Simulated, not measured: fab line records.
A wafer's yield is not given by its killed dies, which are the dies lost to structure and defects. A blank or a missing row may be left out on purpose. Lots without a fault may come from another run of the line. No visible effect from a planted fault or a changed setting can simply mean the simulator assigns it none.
Which of the tools did it? :: flow n5-finfet :: 24 wafers from 9 lots sampled at 5 of the route's 1938 steps

WHAT THE GAUGES SHOWED, per wafer
N5_BEOL_M4_RC_MEAS_101.
lot: L113
measured: day 9 01:44
on: prober-02
DIBL_N (mV/V): 38.4 35.0 38.3
DIBL_P (mV/V): 39.9 36.2 40.1
IOFF_N (nA/um): 0.23 0.15 0.21
IOFF_P (nA/um): 0.31 0.23 0.29
ION_N (uA/um): 712 681 688
ION_P (uA/um): 486 475 474
SS_N (mV/dec): 71.0 71.3 72.5
SS_P (mV/dec): 73.5 73.2 74.1
VT_N (mV): 242 248 246
VT_P (mV): -240.0 -247.9 -244.0

lot: L117
measured: day 10 03:37
on: prober-02
DIBL_N (mV/V): 37.1 33.7
DIBL_P (mV/V): 37.6 33.6
IOFF_N (nA/um): 0.19 0.13
IOFF_P (nA/um): 0.25 0.19
ION_N (uA/um): 682 674
ION_P (uA/um): 470 470
SS_N (mV/dec): 72.1 70.5
SS_P (mV/dec): 74.1 72.3
VT_N (mV): 244 250
VT_P (mV): -246.7 -251.4

lot: L119
measured: day 10 12:25
on: prober-01
DIBL_N (mV/V): 39.4 35.0
DIBL_P (mV/V): 39.5 34.7
IOFF_N (nA/um): 0.23 0.14
IOFF_P (nA/um): 0.27 0.19
ION_N (uA/um): 697 688
ION_P (uA/um): 471 474
SS_N (mV/dec): 72.8 71.7
SS_P (mV/dec): 74.3 73.3
VT_N (mV): 242 248
VT_P (mV): -245.8 -250.9

lot: L118
measured: day 10 16:10
on: prober-01
DIBL_N (mV/V): 36.6 36.2 35.3
DIBL_P (mV/V): 38.8 39.4 37.3
IOFF_N (nA/um): 0.17 0.18 0.16
IOFF_P (nA/um): 0.26 0.27 0.23
ION_N (uA/um): 672 678 668
ION_P (uA/um): 461 467 466
SS_N (mV/dec): 72.5 72.5 71.7
SS_P (mV/dec): 73.7 74.5 73.5
VT_N (mV): 247 245 248
VT_P (mV): -247.8 -245.6 -249.6

lot: L120
measured: day 11 09:14
on: prober-02
DIBL_N (mV/V): 37.4 37.6 37.3
DIBL_P (mV/V): 36.5 36.8 36.2
IOFF_N (nA/um): 0.17 0.18 0.15
IOFF_P (nA/um): 0.21 0.22 0.20
ION_N (uA/um): 672 683 674
ION_P (uA/um): 460 463 463
SS_N (mV/dec): 72.0 71.8 71.9
SS_P (mV/dec): 73.4 73.4 72.7
VT_N (mV): 250 247 252
VT_P (mV): -250.9 -249.2 -252.4

lot: L124
measured: day 12 22:55
on: prober-02
DIBL_N (mV/V): 33.3 35.7 37.1
DIBL_P (mV/V): 30.8 33.8 35.7
IOFF_N (nA/um): 0.14 0.18 0.20
IOFF_P (nA/um): 0.19 0.24 0.27
ION_N (uA/um): 660 678 709
ION_P (uA/um): 459 474 488
SS_N (mV/dec): 71.3 71.8 71.4
SS_P (mV/dec): 72.0 73.0 73.6
VT_N (mV): 252 246 245
VT_P (mV): -249.0 -246.6 -243.7

lot: L126
measured: day 13 22:39
on: prober-01
DIBL_N (mV/V): 37.7 39.6 38.3
DIBL_P (mV/V): 39.2 40.3 38.9
IOFF_N (nA/um): 0.20 0.25 0.20
IOFF_P (nA/um): 0.25 0.26 0.24
ION_N (uA/um): 690 694 688
ION_P (uA/um): 472 473 468
SS_N (mV/dec): 71.7 72.6 72.4
SS_P (mV/dec): 73.4 74.0 73.3
VT_N (mV): 245 247 251
VT_P (mV): -248.1 -247.4 -251.3

lot: L131
measured: day 15 09:31
on: prober-02
DIBL_N (mV/V): 36.8 35.5
DIBL_P (mV/V): 36.7 34.5
IOFF_N (nA/um): 0.18 0.15
IOFF_P (nA/um): 0.25 0.21
ION_N (uA/um): 694 689
ION_P (uA/um): 483 476
SS_N (mV/dec): 71.5 70.9
SS_P (mV/dec): 73.7 73.3
VT_N (mV): 249 252
VT_P (mV): -247.9 -248.4

lot: L130
measured: day 15 16:10
on: prober-01
DIBL_N (mV/V): 37.1 36.6 38.4
DIBL_P (mV/V): 35.5 34.8 37.9
IOFF_N (nA/um): 0.17 0.16 0.21
IOFF_P (nA/um): 0.25 0.24 0.29
ION_N (uA/um): 677 701 707
ION_P (uA/um): 473 484 489
SS_N (mV/dec): 72.8 72.0 72.0
SS_P (mV/dec): 73.9 74.0 74.2
VT_N (mV): 250 245 246
VT_P (mV): -244.3 -246.2 -245.7

N5_BEOL_M13_OCD_MEAS_35.
lot: L113
measured: day 12 03:59
on: ocd-01
trench-depth-nm (nm): 408 414 409

lot: L117
measured: day 13 12:54
on: ocd-01
trench-depth-nm (nm): - -

lot: L119
measured: day 13 11:53
on: ocd-01
trench-depth-nm (nm): - -

lot: L118
measured: day 13 19:10
on: ocd-02
trench-depth-nm (nm): - - -

lot: L120
measured: day 14 23:13
on: ocd-02
trench-depth-nm (nm): 412 412 418

lot: L124
measured: day 15 17:38
on: ocd-01
trench-depth-nm (nm): 414 409 410

lot: L126
measured: day 16 18:07
on: ocd-01
trench-depth-nm (nm): 397 431 397

lot: L131
measured: day 18 07:59
on: ocd-01
trench-depth-nm (nm): 417 421

lot: L130
measured: day 18 14:22
on: ocd-01
trench-depth-nm (nm): 417 407 416

WHAT TOOL EACH LOT RAN ON (gives the tool, then ch and the chambers of the sampled wafers, and finally the start)
lot: L113
N5_BEOL_M13_DESCUM_15: rie-diel-05 ch 0,1, day 12 02:28
N5_BEOL_M13_STRIP_64: plasma-asher-01 ch 0,1, day 12 02:51
N5_BEOL_M13_ETCH_67: rie-diel-06 ch 0,2,3, day 12 03:27

lot: L117
N5_BEOL_M13_DESCUM_15: rie-diel-06 ch 0,3, day 13 11:20
N5_BEOL_M13_STRIP_64: plasma-asher-01 ch 0,1, day 13 11:46
N5_BEOL_M13_ETCH_67: rie-diel-06 ch 2,3, day 13 12:22

lot: L119
N5_BEOL_M13_DESCUM_15: rie-diel-05 ch 0,3, day 13 10:08
N5_BEOL_M13_STRIP_64: plasma-asher-02 ch 0, day 13 10:31
N5_BEOL_M13_ETCH_67: rie-diel-05 ch 1,3, day 13 11:20

lot: L118
N5_BEOL_M13_DESCUM_15: rie-diel-01 ch 2,3, day 13 17:31
N5_BEOL_M13_STRIP_64: plasma-asher-02 ch 0,1, day 13 17:54
N5_BEOL_M13_ETCH_67: rie-diel-06 ch 0,3, day 13 18:37

lot: L120
N5_BEOL_M13_DESCUM_15: rie-diel-01 ch 0,1,3, day 14 21:34
N5_BEOL_M13_STRIP_64: plasma-asher-02 ch 0,1, day 14 21:58
N5_BEOL_M13_ETCH_67: rie-diel-06 ch 0,1, day 14 22:40

lot: L124
N5_BEOL_M13_DESCUM_15: rie-diel-05 ch 1,2, day 15 16:06
N5_BEOL_M13_STRIP_64: plasma-asher-01 ch 0,1, day 15 16:31
N5_BEOL_M13_ETCH_67: rie-diel-06 ch 0,1, day 15 17:05

lot: L126
N5_BEOL_M13_DESCUM_15: rie-diel-05 ch 2,3, day 16 16:28
N5_BEOL_M13_STRIP_64: plasma-asher-02 ch 0,1, day 16 16:50
N5_BEOL_M13_ETCH_67: rie-diel-05 ch 2,3, day 16 17:34

lot: L131
N5_BEOL_M13_DESCUM_15: rie-diel-01 ch 0, day 18 06:28
N5_BEOL_M13_STRIP_64: plasma-asher-01 ch 0, day 18 06:51
N5_BEOL_M13_ETCH_67: rie-diel-05 ch 0,2, day 18 07:26

lot: L130
N5_BEOL_M13_DESCUM_15: rie-diel-06 ch 0,2,3, day 18 12:50
N5_BEOL_M13_STRIP_64: plasma-asher-02 ch 0,1, day 18 13:14
N5_BEOL_M13_ETCH_67: rie-diel-05 ch 0,1, day 18 13:49
- N5_BEOL_M13_DESCUM_15: chemistry O2, time 7.9 s.
- N5_BEOL_M13_STRIP_64: strips in N2/H2.
- N5_BEOL_M13_ETCH_67: etches SiARC in CF4, target depth 143 nm, time 238.3 s.

AS READ BY THE TOOLS THEMSELVES (means over the sampled wafers that have a number; for cases with no such wafer, the mark the record gives instead)
N5_BEOL_M13_DESCUM_15.
lot: L113
tool: rie-diel-05
drypump-motor-current-A (A): 5.55
oes-product-au (a.u.): 0.79
rf-vpp-V (V): 243.4
showerhead-plenum-p-Torr (Torr): 2.12
throttle-valve-pct (%): 20.4

lot: L117
tool: rie-diel-06
drypump-motor-current-A (A): 5.78
oes-product-au (a.u.): 0.73
rf-vpp-V (V): 242.1
showerhead-plenum-p-Torr (Torr): 2.02
throttle-valve-pct (%): 20.2

lot: L119
tool: rie-diel-05
drypump-motor-current-A (A): 5.22
oes-product-au (a.u.): 0.80
rf-vpp-V (V): 244.1
showerhead-plenum-p-Torr (Torr): 2.09
throttle-valve-pct (%): 20.6

lot: L118
tool: rie-diel-01
drypump-motor-current-A (A): 5.65
oes-product-au (a.u.): 0.76
rf-vpp-V (V): 243.5
showerhead-plenum-p-Torr (Torr): 2.13
throttle-valve-pct (%): 20.6

lot: L120
tool: rie-diel-01
drypump-motor-current-A (A): 5.42
oes-product-au (a.u.): 0.88
rf-vpp-V (V): 244.1
showerhead-plenum-p-Torr (Torr): 2.16
throttle-valve-pct (%): 20.3

lot: L124
tool: rie-diel-05
drypump-motor-current-A (A): 5.60
oes-product-au (a.u.): 0.79
rf-vpp-V (V): 242.8
showerhead-plenum-p-Torr (Torr): 2.07
throttle-valve-pct (%): 20.5

lot: L126
tool: rie-diel-05
drypump-motor-current-A (A): 5.21
oes-product-au (a.u.): 0.76
rf-vpp-V (V): 240.9
showerhead-plenum-p-Torr (Torr): 2.01
throttle-valve-pct (%): 20.8

lot: L131
tool: rie-diel-01
drypump-motor-current-A (A): 5.18
oes-product-au (a.u.): 0.87
rf-vpp-V (V): 243.9
showerhead-plenum-p-Torr (Torr): 2.12
throttle-valve-pct (%): 20.1

lot: L130
tool: rie-diel-06
drypump-motor-current-A (A): 5.88
oes-product-au (a.u.): 0.70
rf-vpp-V (V): 242.3
showerhead-plenum-p-Torr (Torr): 2.00
throttle-valve-pct (%): 20.4

N5_BEOL_M13_STRIP_64.
lot: L113
tool: plasma-asher-01
drypump-motor-current-A (A): 5.4
heater-power-w (W): 329
oes-product-au (a.u.): 0.716
strip-time-to-endpoint-s (s): 31.35

lot: L117
tool: plasma-asher-01
drypump-motor-current-A (A): 5.3
heater-power-w (W): 314
oes-product-au (a.u.): 0.719
strip-time-to-endpoint-s (s): 31.24

lot: L119
tool: plasma-asher-02
drypump-motor-current-A (A): 5.0
heater-power-w (W): 348
oes-product-au (a.u.): 0.720
strip-time-to-endpoint-s (s): 31.28

lot: L118
tool: plasma-asher-02
drypump-motor-current-A (A): 5.3
heater-power-w (W): 375
oes-product-au (a.u.): 0.719
strip-time-to-endpoint-s (s): 31.26

lot: L120
tool: plasma-asher-02
drypump-motor-current-A (A): 5.3
heater-power-w (W): 370
oes-product-au (a.u.): 0.713
strip-time-to-endpoint-s (s): 31.21

lot: L124
tool: plasma-asher-01
drypump-motor-current-A (A): 5.3
heater-power-w (W): 300
oes-product-au (a.u.): 0.717
strip-time-to-endpoint-s (s): 31.43

lot: L126
tool: plasma-asher-02
drypump-motor-current-A (A): 5.3
heater-power-w (W): 374
oes-product-au (a.u.): 0.718
strip-time-to-endpoint-s (s): 31.30

lot: L131
tool: plasma-asher-01
drypump-motor-current-A (A): 5.6
heater-power-w (W): 362
oes-product-au (a.u.): 0.719
strip-time-to-endpoint-s (s): 31.42

lot: L130
tool: plasma-asher-02
drypump-motor-current-A (A): 5.3
heater-power-w (W): 372
oes-product-au (a.u.): 0.716
strip-time-to-endpoint-s (s): 31.28

N5_BEOL_M13_ETCH_67.
lot: L113
tool: rie-diel-06
bias-w (W): 35.88
cf4-flow-sccm (sccm): 100.03
drypump-motor-current-A (A): 5.9
etch-rf-on-time-s (s): 232
oes-product-au (a.u.): 0.64
rf-vpp-V (V): 183.1
showerhead-plenum-p-Torr (Torr): 2.07
throttle-valve-pct (%): 15.62

lot: L117
tool: rie-diel-06
bias-w (W): -
cf4-flow-sccm (sccm): -
drypump-motor-current-A (A): -
etch-rf-on-time-s (s): -
oes-product-au (a.u.): -
rf-vpp-V (V): -
showerhead-plenum-p-Torr (Torr): -
throttle-valve-pct (%): -

lot: L119
tool: rie-diel-05
bias-w (W): -
cf4-flow-sccm (sccm): -
drypump-motor-current-A (A): -
etch-rf-on-time-s (s): -
oes-product-au (a.u.): -
rf-vpp-V (V): -
showerhead-plenum-p-Torr (Torr): -
throttle-valve-pct (%): -

lot: L118
tool: rie-diel-06
bias-w (W): -
cf4-flow-sccm (sccm): -
drypump-motor-current-A (A): -
etch-rf-on-time-s (s): -
oes-product-au (a.u.): -
rf-vpp-V (V): -
showerhead-plenum-p-Torr (Torr): -
throttle-valve-pct (%): -

lot: L120
tool: rie-diel-06
bias-w (W): 35.98
cf4-flow-sccm (sccm): 100.32
drypump-motor-current-A (A): 5.3
etch-rf-on-time-s (s): 238
oes-product-au (a.u.): 0.65
rf-vpp-V (V): 183.4
showerhead-plenum-p-Torr (Torr): 2.11
throttle-valve-pct (%): 15.57

lot: L124
tool: rie-diel-06
bias-w (W): 35.95
cf4-flow-sccm (sccm): 100.03
drypump-motor-current-A (A): 5.4
etch-rf-on-time-s (s): 241
oes-product-au (a.u.): 0.67
rf-vpp-V (V): 182.8
showerhead-plenum-p-Torr (Torr): 2.09
throttle-valve-pct (%): 15.52

lot: L126
tool: rie-diel-05
bias-w (W): 35.87
cf4-flow-sccm (sccm): 99.79
drypump-motor-current-A (A): 5.2
etch-rf-on-time-s (s): 243
oes-product-au (a.u.): 0.64
rf-vpp-V (V): 182.7
showerhead-plenum-p-Torr (Torr): 2.06
throttle-valve-pct (%): 15.97

lot: L131
tool: rie-diel-05
bias-w (W): 36.08
cf4-flow-sccm (sccm): 100.06
drypump-motor-current-A (A): 5.4
etch-rf-on-time-s (s): 229
oes-product-au (a.u.): 0.76
rf-vpp-V (V): 184.3
showerhead-plenum-p-Torr (Torr): 2.18
throttle-valve-pct (%): 15.47

lot: L130
tool: rie-diel-05
bias-w (W): 35.90
cf4-flow-sccm (sccm): 99.60
drypump-motor-current-A (A): 5.4
etch-rf-on-time-s (s): 231
oes-product-au (a.u.): 0.70
rf-vpp-V (V): 184.9
showerhead-plenum-p-Torr (Torr): 2.21
throttle-valve-pct (%): 15.66

THE ANSWER, worked out from the rows above alone
Rule: what is usual is taken from the lots themselves. The widest of any qualifying gaps counts: lots, ordered by their means at a reading, are off when they make up no more than a third of the lots, leave a main group of 4 or more, and stand apart from it by 3 or more times the standard deviation of that group's means. If all means in a main group match to the digits the tables above print for the reading, that group is not used. Also off: a lot with no number at a reading for which 4 or more lots have one. Any other lot the step has rows for is counted as sound. First the gauges in route order, then the tools' own readings, where a lot's mean is used as printed above. The first step at which some lot is off is used, and at that step the reading that is off furthest; a lot without a number counts as furthest.
Off: L117, L119, L118 (N5_BEOL_M13_OCD_MEAS_35, trench-depth-nm). Without a number there: L117, L119, L118. For the main group the mean is 413 nm and the standard deviation 3.4.
If a tool, at a process step before that reading, ran all the lots that are off and no sound lot after the first of them, it fits. The gauges at N5_BEOL_M13_OCD_MEAS_35 aren't tried: what is off there is off at N5_BEOL_M13_ETCH_67 too, on other tools, and a gauge's error can't cause that. Of those tried, none fits.

WHAT WAS PUT IN BY THE SIMULATOR
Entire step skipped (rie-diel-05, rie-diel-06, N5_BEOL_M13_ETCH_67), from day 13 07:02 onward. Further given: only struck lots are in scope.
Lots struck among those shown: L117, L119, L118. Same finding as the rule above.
